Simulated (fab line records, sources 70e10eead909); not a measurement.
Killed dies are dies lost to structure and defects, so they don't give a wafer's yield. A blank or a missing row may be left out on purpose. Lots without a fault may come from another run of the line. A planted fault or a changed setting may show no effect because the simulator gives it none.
A struck lot beside a sound one | flow nand_harc | 15 steps out of a route of 1302
Sound: wafers L651.3, L651.4, L651.6. Struck: wafers L655.1, L655.5. The cause comes at the end.
At each step with rows: each side's tool, then ch and its chambers, then its first start. Under that, the readings that differ: sound wafers | struck wafers | difference of the means | sigmas: that difference in standard deviations of wafers without a fault.
alike: readings whose means differ by less than 2 such deviations, and words and numbers that are the same on both sides. not compared: withheld readings, readings that some wafer has no value for, bounds like >300 that may hide the same value, and numbers for which the record gives no deviation and whose values overlap.
The two part at a step that has a row with sigmas, a row that says differs or no value, or rows on one side only. Numbers that don't overlap but have no deviation are shown without sigmas and don't part them. A reading that every wafer of one side lacks parts them only if that side has two wafers or more.

first, 7 steps without rows for these wafers: NHARC_P_STI_COAT_41 (time 65 s); NHARC_P_STI_COAT_03 (resist thk 600 nm); NHARC_P_STI_SOFTBAKE_04 (time 70 s); NHARC_P_STI_EBR_05; NHARC_P_STI_EXPOSE_06 (exposes mask P STI, target cd 200 nm); NHARC_P_STI_PEB_07 (peb time 80 s); NHARC_P_STI_DEVELOP_08 (time 50 s).
NHARC_P_STI_CD_MEAS_09: target cd 200 nm.
  sound on cd_sem-02 ch 0, day 5 09:20; struck on cd_sem-03 ch 0, day 7 04:08
  alike: cd_nm
NHARC_P_STI_OVL_MEAS_10:
  sound on overlay-01, day 5 09:25; struck on overlay-01, day 7 04:14
  alike: overlay_x_nm, overlay_y_nm
NHARC_P_STI_INSPECT_11:
  sound on defect_inspect-01, day 5 09:27; struck on defect_inspect-01, day 7 04:16
  alike: raw_defect_count
then, 1 step without rows for these wafers: NHARC_P_STI_HARDBAKE_13 (time 65 s).
NHARC_P_STI_DESCUM_14: chemistry O2, time 3 s.
  sound on rie_diel-01 ch 0,3, day 5 09:35; struck on rie_diel-01 ch 2,3, day 7 04:25
  alike: drypump_motor_current_A, oes_product_au, rf_vpp_V, showerhead_plenum_p_Torr, throttle_valve_pct
  not compared: rf_hours_counter_h
NHARC_P_STI_ETCH_42: etches the open film in N2/H2, target depth 80 nm, overetch 24 nm, time 61 s.
  sound on rie_diel-01 ch 1,2,3, day 5 09:41; struck on rie_diel-01 ch 3, day 7 04:29
  reading               | sound             | struck      | difference | sigmas
  oes_product_au (a.u.) | 1.001 1.008 1.005 | 0.871 0.865 | -0.137     | -14
  alike: bias_w, drypump_motor_current_A, rf_vpp_V, showerhead_plenum_p_Torr, throttle_valve_pct
  not compared: rf_hours_counter_h
NHARC_P_STI_ETCH_31: etches the open film in CF4/CHF3, target depth 108.9 nm, time 54.5 s.
  sound on rie_diel-01 ch 1,2,3; struck on rie_diel-01 ch 3
  reading    | sound             | struck      | difference | sigmas
  bias_w (W) | 199.7 201.0 200.2 | 199.4 198.8 | -1.2       | -2
  alike: drypump_motor_current_A, oes_product_au, rf_vpp_V, showerhead_plenum_p_Torr, throttle_valve_pct
  not compared: rf_hours_counter_h
-- the record jumps here: 22 days lie between the struck wafers' starts before and after (it left off in module P_STI and takes up again in module END, whose first step shown is number 1302 of the route) --
NHARC_END_SORT_01:
  the record has rows for the struck wafers here (prober-02 ch 0, day 29 05:25) and none for the sound ones

WHERE THEY PART
First at NHARC_P_STI_ETCH_42; last, within this record, at NHARC_END_SORT_01.

WHY: what the simulator had put in
Process parameter drift: rie_diel-01, from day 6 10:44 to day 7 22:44, at NHARC_P_STI_ETCH_42. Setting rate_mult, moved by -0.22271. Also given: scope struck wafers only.
